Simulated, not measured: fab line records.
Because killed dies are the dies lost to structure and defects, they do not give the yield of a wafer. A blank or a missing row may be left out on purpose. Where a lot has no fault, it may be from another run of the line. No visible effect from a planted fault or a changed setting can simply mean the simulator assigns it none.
What tool caused it?    flow n5-finfet    Sampling: 11 lots, 33 wafers, 2 of 1938 route steps

== WHAT THE GAUGES READ, wafer by wafer ==
N5_WELL_APT_OVL_MEAS_26.
lot   measured     on          PWELL_OVL (nm)
L075  day 1 20:51  overlay-01  -8 -2 -5
L078  day 2 15:07  overlay-01  -4 0 6
L080  day 3 02:56  overlay-01  -2 -1 3
L082  day 3 14:59  overlay-02  -5 5 -1
L084  day 4 03:09  overlay-01  4 -1 7
L086  day 4 15:20  overlay-01  -3 7 8
L088  day 5 02:50  overlay-01  -3 -10 -2
L090  day 5 15:35  overlay-02  9 4 -1
L092  day 6 03:07  overlay-02  -2 8 7
L094  day 6 14:51  overlay-01  10 5 3
L096  day 7 03:03  overlay-02  6 -3 6

== TOOL THAT RAN EACH LOT (tool first, then ch and the chambers of the sampled wafers, then the start) ==
lot   N5_WELL_APT_DESCUM_13
L075  rie-diel-04 ch 0,1, day 1 19:38
L078  rie-diel-02 ch 0,2,3, day 2 13:53
L080  rie-diel-04 ch 2,3, day 3 01:52
L082  rie-diel-04 ch 1,3, day 3 13:55
L084  rie-diel-04 ch 0,1,2, day 4 02:05
L086  rie-diel-04 ch 0,1,2, day 4 14:00
L088  rie-diel-04 ch 1,3, day 5 01:47
L090  rie-diel-02 ch 0,2, day 5 14:32
L092  rie-diel-06 ch 0,1,3, day 6 01:54
L094  rie-diel-06 ch 1,2,3, day 6 13:46
L096  rie-diel-02 ch 0,1,2, day 7 01:52
- N5_WELL_APT_DESCUM_13: chemistry O2, time 7.9 s.

== THE ANSWER, worked out from the rows above alone ==
Rule: the usual values come from the lots themselves. The widest of any qualifying gaps counts: lots, ordered by their means at a reading, are off when they make up no more than a third of the lots, leave a main group of 4 or more, and stand apart from it by 3 or more times the standard deviation of that group's means. Not used: any main group whose means are identical at the precision the tables above print for the reading. Also off: a lot with no number at a reading for which 4 or more lots have one. Where the step has rows for the other lots, those lots are counted as sound.
None of the lots is off at any reading shown; this tells nothing.

== WHAT WAS PUT IN BY THE SIMULATOR ==
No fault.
